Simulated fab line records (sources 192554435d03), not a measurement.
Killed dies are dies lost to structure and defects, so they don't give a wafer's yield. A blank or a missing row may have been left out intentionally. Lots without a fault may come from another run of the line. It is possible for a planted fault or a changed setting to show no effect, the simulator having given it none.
Matching of chambers | flow n5_finfet | N5_BEOL_M5_STRIP_64 on rie_diel-03 has 4 sister chambers
The step strips in CF4. 8 wafers are shown with their chamber, then 9 later ones without.

## WAFERS PAIRED WITH THEIR CHAMBERS
wafer  | chamber | showerhead_plenum_p_Torr (Torr) | throttle_valve_pct (%)
L080.1 | 2       | 1.78                            | 14.07
L080.6 | 1       | 1.66                            | 13.38
L081.1 | 3       | 1.77                            | 13.95
L084.2 | 2       | 1.78                            | 14.06
L084.5 | 0       | 1.77                            | 13.60
L083.1 | 3       | 1.77                            | 13.95
L083.3 | 1       | 1.65                            | 13.42
L083.5 | 0       | 1.77                            | 13.61

## WAFERS WHOSE CHAMBER IS MISSING
wafer  | showerhead_plenum_p_Torr (Torr) | throttle_valve_pct (%)
L087.1 | 1.78                            | 14.08
L087.5 | 1.77                            | 13.61
L087.6 | 1.65                            | 13.42
L090.1 | 1.65                            | 13.43
L090.4 | 1.65                            | 13.42
L090.5 | 1.78                            | 14.10
L091.3 | 1.77                            | 13.63
L091.4 | 1.78                            | 14.12
L091.5 | 1.77                            | 13.64

## WHICH CHAMBER EACH ONE RAN IN
wafer  | from the rows above | in truth
L087.1 | 2                   | 2
L087.5 | 0                   | 0
L087.6 | 1                   | 1
L090.1 | 1                   | 1
L090.4 | 1                   | 1
L090.5 | 2                   | 2
L091.3 | 0                   | 0
L091.4 | 2                   | 2
L091.5 | 0                   | 0
9 of 9 placed correctly. Number that these rows cannot place: 0. Placed wrongly: 0.
How it was worked out, from the rows above alone: a wafer's distance from a chamber is the root of the sum, over the readings, of the square of ((its reading less the chamber's mean) divided by the reading's scatter). If the next closest chamber is less than 2 further off than the closest, the wafer can't be placed; otherwise it belongs to the closest. Each chamber's mean is taken over the wafers shown for it. How the scatter is found: for the shown wafers, subtract from each reading the mean of its chamber, square and add these, divide the total by (wafers less chambers), then take the root.
